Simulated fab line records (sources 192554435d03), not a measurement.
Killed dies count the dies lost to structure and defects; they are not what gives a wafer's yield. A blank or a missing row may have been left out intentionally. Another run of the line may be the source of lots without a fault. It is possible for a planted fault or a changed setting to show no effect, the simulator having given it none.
Matching of chambers	flow n5-finfet	4 sister chambers for N5_BEOL_M7_STRIP_67 on rie-diel-05
The step strips in CF4. 16 wafers are shown with their chamber, then 8 later ones without.

## WAFERS, EACH WITH ITS CHAMBER
wafer	chamber	showerhead-plenum-p-Torr (Torr)	oes-product-au (a.u.)	throttle-valve-pct (%)
L075.1	3	1.86	0.75	13.38
L075.4	2	1.76	0.88	13.35
L075.5	3	1.86	0.75	13.39
L077.1	3	1.86	0.75	13.39
L077.4	2	1.75	0.89	13.35
L077.5	2	1.75	0.88	13.37
L084.2	3	1.86	0.74	13.41
L084.3	0	1.86	0.74	13.56
L084.5	2	1.75	0.87	13.37
L089.3	1	1.78	0.73	13.47
L089.4	3	1.86	0.73	13.42
L089.6	2	1.75	0.86	13.38
L088.1	0	1.85	0.74	13.59
L088.4	3	1.86	0.72	13.43
L088.6	2	1.75	0.85	13.41
L090.1	0	1.85	0.74	13.57

SIGNATURES (averages over the wafers above)
reading	chamber 0	chamber 1	chamber 2	chamber 3	scatter within a chamber
showerhead-plenum-p-Torr	1.8533	1.7800	1.7517	1.8600	0.00354
oes-product-au	0.7400	0.7300	0.8717	0.7400	0.0125
throttle-valve-pct	13.5733	13.4700	13.3717	13.4033	0.0202
Rule: distance of a wafer from a chamber = root of the sum over the readings of ((wafer's reading minus chamber's mean) / reading's scatter) squared. If the next closest chamber is less than 2 further off than the closest, the wafer can't be placed; otherwise it belongs to the closest. The scatter: the root of (the sum of the squares of (reading less its chamber's mean) over the shown wafers, divided by (wafers less chambers)).

## WAFERS WHOSE CHAMBER IS MISSING
wafer	showerhead-plenum-p-Torr (Torr)	oes-product-au (a.u.)	throttle-valve-pct (%)
L090.5	1.86	0.73	13.45
L090.6	1.85	0.73	13.59
L091.2	1.85	0.74	13.59
L091.3	1.78	0.73	13.49
L091.4	1.75	0.86	13.41
L095.1	1.78	0.72	13.51
L095.3	1.85	0.73	13.59
L095.6	1.75	0.84	13.45

## EACH ONE'S CHAMBER
wafer	from the rows above	in truth
L090.5	3	3
L090.6	0	0
L091.2	0	0
L091.3	1	1
L091.4	2	2
L095.1	1	1
L095.3	0	0
L095.6	2	2
8 of 8 placed correctly. Number that these rows cannot place: 0. Wrongly placed: 0.
